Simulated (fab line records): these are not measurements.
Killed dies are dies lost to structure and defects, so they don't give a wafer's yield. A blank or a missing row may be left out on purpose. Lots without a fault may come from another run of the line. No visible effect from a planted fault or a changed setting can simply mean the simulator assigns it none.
Chamber matching | flow nandHarc | NHARC_A_CHANNEL_FILL_D2_ALD_02 on aldHk-04: 4 sister chambers
The step deposits SiO2, target thk 6 nm, pulse time 10 s, ald cycles 60. 4 wafers are shown with their chamber, then 7 later ones without.

== WAFERS PAIRED WITH THEIR CHAMBERS ==
wafer  | chamber | heaterPowerW (W)
L077.1 | 2       | 509
L088.5 | 3       | 474
L090.3 | 0       | 421
L090.4 | 1       | 462

== WAFERS MISSING THEIR CHAMBER ==
wafer  | heaterPowerW (W)
L090.6 | 472
L095.2 | 478
L095.4 | 476
L095.6 | 479
L097.2 | 476
L097.4 | 424
L097.6 | 488

== THE CHAMBER EACH PASSED THROUGH ==
wafer  | from the rows above          | in truth
L090.6 | can't be placed: 3 or 1      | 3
L095.2 | can't be placed: 3 or 1      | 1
L095.4 | can't be placed: 3 or 1      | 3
L095.6 | can't be placed: 3 or 1      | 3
L097.2 | can't be placed: 3 or 1      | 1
L097.4 | 0                            | 0
L097.6 | can't be placed: 3 or 2 or 1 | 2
Placed correctly: 1 of 7. Cannot be placed on the basis of these rows: 6; the candidates contain the true chamber in 6. Wrongly placed: 0.
How it was worked out, from the rows above alone: a wafer's distance from a chamber is the root of the sum, over the readings, of the square of ((its reading less the chamber's mean) divided by the reading's scatter). If the next closest chamber is less than 2 further off than the closest, the wafer can't be placed; otherwise it belongs to the closest. For every chamber, the mean is computed from those of its wafers that are shown. The scatter (one wafer shown for each chamber): square how far every hidden wafer sits from the nearest shown wafer, average those squares and take the square root.
